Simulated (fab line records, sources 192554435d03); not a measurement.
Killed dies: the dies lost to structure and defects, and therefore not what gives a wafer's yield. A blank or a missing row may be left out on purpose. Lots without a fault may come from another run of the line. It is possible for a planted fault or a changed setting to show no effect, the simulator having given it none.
Which tool did it? | flow n5-finfet | at 1 step of a route of 1938, 22 lots with 66 wafers sampled

== WHAT EACH GAUGE READ, for each wafer ==
N5_BEOL_M6_CD_MEAS_35: target cd 40 nm, target cd y 28 nm. Usual: cd-nm 39.5 nm, standard deviation 0.78.
lot  | measured     | on        | cd-nm (nm)     | flag
L074 | day 9 15:32  | cd-sem-01 | 40.0 41.0 40.1 |
L075 | day 9 18:55  | cd-sem-02 | 39.7 38.7 39.9 |
L076 | day 9 19:07  | cd-sem-01 | 39.7 40.3 40.6 |
L078 | day 9 19:08  | cd-sem-02 | 38.9 38.6 39.0 |
L077 | day 10 05:20 | cd-sem-03 | 38.8 40.1 39.9 |
L081 | day 10 09:49 | cd-sem-02 | 39.8 39.4 39.1 |
L080 | day 10 15:38 | cd-sem-02 | 39.7 37.7 38.9 |
L079 | day 10 18:21 | cd-sem-02 | 39.0 39.5 39.8 |
L083 | day 10 21:55 | cd-sem-01 | 39.8 40.9 40.5 |
L084 | day 11 16:26 | cd-sem-02 | 37.8 38.3 38.1 |
L085 | day 11 19:01 | cd-sem-03 | 40.0 40.0 39.1 |
L086 | day 12 03:27 | cd-sem-01 | 39.2 40.1 40.1 |
L088 | day 12 07:40 | cd-sem-03 | 40.0 38.1 40.2 |
L092 | day 12 21:11 | cd-sem-01 | 38.4 39.5 40.0 |
L087 | day 12 22:08 | cd-sem-03 | 39.3 39.7 39.0 |
L090 | day 13 06:50 | cd-sem-02 | 41.3 40.1 39.8 |
L091 | day 13 07:15 | cd-sem-03 | 37.8 38.9 39.8 |
L093 | day 13 12:08 | cd-sem-03 | 40.0 40.6 40.2 |
L094 | day 13 12:11 | cd-sem-01 | 39.3 38.9 39.6 |
L095 | day 14 19:28 | cd-sem-01 | 39.9 39.1 40.1 |
L097 | day 15 02:19 | cd-sem-01 | 39.2 40.0 39.9 |
L096 | day 15 22:13 | cd-sem-03 | 39.7 38.6 39.2 |

== WHAT TOOL EACH LOT RAN ON (gives the tool, then ch and the chambers of the sampled wafers, and finally the start) ==
The record holds no process step before these readings.

== WHAT THE TOOLS THEMSELVES READ (means of the sampled wafers that have a number; where no wafer has one, the mark that the record gives instead) ==
The record holds no such reading with a usual standard deviation.

== THE ANSWER, worked out from the rows above alone ==
Rule: a lot counts as off when the mean over its wafers that have a number is more than 3 standard deviations away from the usual mean. A lot without any number at a reading at which 4 lots or more have one is off too. The other lots that the step has rows for count as sound. After the gauges, taken in route order, come the tools' own readings; for these a lot's mean is taken, as printed above. The first step at which some lot is off is used, and at that step the reading that is off furthest; a lot without a number counts as furthest.
No lot is off at any reading shown: from this, nothing can be told.

== WHAT THE SIMULATOR HAD INSERTED ==
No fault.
